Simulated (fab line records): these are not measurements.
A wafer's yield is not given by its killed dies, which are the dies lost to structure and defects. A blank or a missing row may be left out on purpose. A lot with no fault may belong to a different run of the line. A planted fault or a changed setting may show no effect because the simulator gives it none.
Matching of chambers    flow n5_finfet    cvd_co-01 running N5_BEOL_M0_PRE_CLEAN_131: 3 sister chambers
The step time 15 s. 3 wafers are shown with their chamber, then 12 later ones without.

## WAFERS WITH THEIR CHAMBER
wafer   chamber  heater_power_w (W)
L082.4  1        80
L089.4  2        79
L089.5  0        107

## WAFERS WHOSE CHAMBER IS MISSING
wafer   heater_power_w (W)
L091.3  108
L091.4  110
L091.6  80
L092.4  81
L092.5  106
L092.6  77
L093.1  82
L093.2  78
L093.4  106
L095.1  81
L095.4  81
L095.5  80

## WHICH CHAMBER EACH ONE RAN IN
wafer   from the rows above      in truth
L091.3  0                        0
L091.4  0                        0
L091.6  can't be placed: 1 or 2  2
L092.4  can't be placed: 1 or 2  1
L092.5  0                        0
L092.6  can't be placed: 2 or 1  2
L093.1  can't be placed: 1 or 2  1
L093.2  can't be placed: 2 or 1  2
L093.4  0                        0
L095.1  can't be placed: 1 or 2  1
L095.4  can't be placed: 1 or 2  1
L095.5  can't be placed: 1 or 2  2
4 of 12 placed correctly. Not placeable from these rows: 8 (in 8, the candidates include the true chamber). Placed wrongly: 0.
How it was worked out, from the rows above alone: a wafer's distance from a chamber is the root of the sum, over the readings, of the square of ((its reading less the chamber's mean) divided by the reading's scatter). The wafer belongs to the nearest chamber; if the next one is less than 2 further off, it can't be placed. Each chamber's mean is taken over the wafers shown for it. The scatter: root of mean squared gap, hidden wafer to nearest shown wafer, with one shown wafer a chamber.
